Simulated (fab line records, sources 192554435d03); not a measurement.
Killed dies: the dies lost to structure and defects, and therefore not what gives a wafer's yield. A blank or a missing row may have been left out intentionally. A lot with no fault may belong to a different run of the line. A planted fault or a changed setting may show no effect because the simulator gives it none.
Chamber matching -- flow n5_finfet -- N5_BEOL_M8_DEP_56 on pecvd-03: 3 sister chambers
The step deposits SiCN from 3MS/NH3, target thk 10 nm, time 17.5 s. 14 wafers are shown with their chamber, then 7 later ones without.

WAFERS, EACH WITH ITS CHAMBER
wafer,chamber,showerhead_plenum_p_Torr (Torr),throttle_valve_pct (%)
L216.3,0,3.683,8.6
L216.4,1,3.633,8.9
L216.6,0,3.678,8.7
L217.1,1,3.641,9.0
L217.3,1,3.644,8.6
L217.5,1,3.639,8.9
L231.3,2,3.663,8.3
L231.4,2,3.665,8.7
L231.6,1,3.644,9.2
L230.1,0,3.675,8.9
L230.3,1,3.640,8.9
L230.6,2,3.678,8.5
L232.2,1,3.642,8.8
L232.4,2,3.667,8.7

SIGNATURES, as means of the wafers listed above
reading,chamber 0,chamber 1,chamber 2,scatter within a chamber
showerhead_plenum_p_Torr,3.67867,3.64043,3.66825,0.0048
throttle_valve_pct,8.733,8.900,8.550,0.18
Rule: a wafer's distance from a chamber is the root of the sum, over the readings, of the square of ((its reading less the chamber's mean) divided by the reading's scatter). The wafer belongs to the nearest chamber; if the next one is less than 2 further off, it can't be placed. The scatter is the square root of a quotient: the sum, over the shown wafers, of each reading's squared deviation from its chamber's mean, divided by wafers minus chambers.

WAFERS WITH NO CHAMBER GIVEN
wafer,showerhead_plenum_p_Torr (Torr),throttle_valve_pct (%)
L232.6,3.642,9.2
L234.1,3.645,8.8
L234.2,3.679,8.8
L234.5,3.647,8.7
L237.2,3.635,9.0
L237.3,3.674,8.7
L237.5,3.687,8.8

CHAMBER TAKEN BY EACH
wafer,from the rows above,in truth
L232.6,1,1
L234.1,1,1
L234.2,0,0
L234.5,1,1
L237.2,1,1
L237.3,can't be placed: 0 or 2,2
L237.5,0,0
Correctly placed: 6 of 7. Unplaceable from these rows: 1, with the true chamber sitting among the candidates in 1. Wrongly placed: 0.
